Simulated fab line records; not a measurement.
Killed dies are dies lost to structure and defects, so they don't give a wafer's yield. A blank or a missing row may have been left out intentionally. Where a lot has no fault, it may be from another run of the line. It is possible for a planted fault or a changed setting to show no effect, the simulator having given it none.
Struck lot and sound lot, side by side + flow nand harc + 14 out of 1302 route steps
Sound: these wafers, L743.1, L743.5, L743.6. Struck: wafers L762.2, L762.3, L762.4. The cause is given at the end.
Per side, at each step with rows, come the tool, then ch with its chambers, and then its first start. Under that, the readings that differ: sound wafers + struck wafers + difference of the means + sigmas: that difference in standard deviations of wafers without a fault.
alike: same words and numbers on both sides, and readings whose means sit less than 2 such deviations apart. not compared: any withheld reading, any reading some wafer has no value for, any bound like >300 that may hide the same value, and any number with overlapping values for which the record gives no deviation.
A row with sigmas, a row that says differs or no value, or rows on one side alone: a step with any of these is where the two part. Non-overlapping numbers with no deviation appear without sigmas and do not part them. A reading missing from all wafers of one side parts the sides only when that side holds two or more wafers.

first, 7 steps without rows for these wafers: NHARC_P_M2_COAT_34 (time 65 s); NHARC_P_M2_COAT_03 (resist thk 90 nm); NHARC_P_M2_SOFTBAKE_04 (time 55 s); NHARC_P_M2_EBR_05; NHARC_P_M2_EXPOSE_06 (exposes mask P M2, target cd 170 nm); NHARC_P_M2_PEB_07 (peb time 65 s); NHARC_P_M2_DEVELOP_08 (develop time 35 s).
NHARC_P_M2_CD_MEAS_09 targets a cd of 170 nm.
  sound on cd sem-03 ch 0, day 7 17:43; struck on cd sem-02 ch 0, day 15 19:49
  alike: cd nm
NHARC_P_M2_OVL_MEAS_10: pitch 340 nm.
  sound: overlay-02 at day 7 17:49; struck: overlay-01 at day 15 19:55
  alike: overlay x nm, overlay y nm
NHARC_P_M2_INSPECT_11:
  sound: defect inspect-02 at day 7 17:52; struck: defect inspect-01 at day 15 19:57
  alike: raw defect count
NHARC_P_M2_DESCUM_14: chemistry O2, time 3 s.
  sound on rie diel-08 ch 1,2,3, day 7 17:56; struck on rie diel-08 ch 1,2,3, day 15 20:01
  alike: drypump motor current A, mfc ar sccm, oes product au, rf vpp V, showerhead plenum p Torr, throttle valve pct
  not compared: rf hours counter h
NHARC_P_M2_ETCH_35: etches the open film in N2/H2, target depth 40 nm, overetch 12 nm, time 43.94 s.
  sound on rie diel-08 ch 0,1,3, day 7 18:01; struck on rie diel-08 ch 1,2,3, day 15 20:05
  alike: bias w, chamber pressure mTorr, drypump motor current A, mfc ar sccm, oes product au, rf vpp V, showerhead plenum p Torr, throttle valve pct
  not compared: rf hours counter h
NHARC_P_M2_ETCH_15: etches the open film in C4F8/Ar, target depth 182.5 nm, time 91.2 s.
  sound on rie diel-08 ch 1,2,3, day 7 18:07; struck on rie diel-08 ch 0,1,3, day 15 20:11
  no value came back on the struck wafers for bias w (W), chamber pressure mTorr (mTorr), oes product au (a.u.), rf vpp V (V); on the sound wafers bias w (W) reads 298.3 300.6 298.7
  not compared: rf hours counter h
NHARC_P_M2_CD_MEAS_16:
  sound: cd sem-01 at day 7 18:13; struck: cd sem-01 at day 15 20:19
  alike: cd nm

WHERE THEY PART
Within this record, at NHARC_P_M2_ETCH_15 only. Later steps at which nothing parts them and some readings are alike: NHARC_P_M2_CD_MEAS_16.

WHY: the cause the simulator had injected
Step skipped in full: rie diel-08, at NHARC_P_M2_ETCH_15, from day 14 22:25 onward. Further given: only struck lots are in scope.
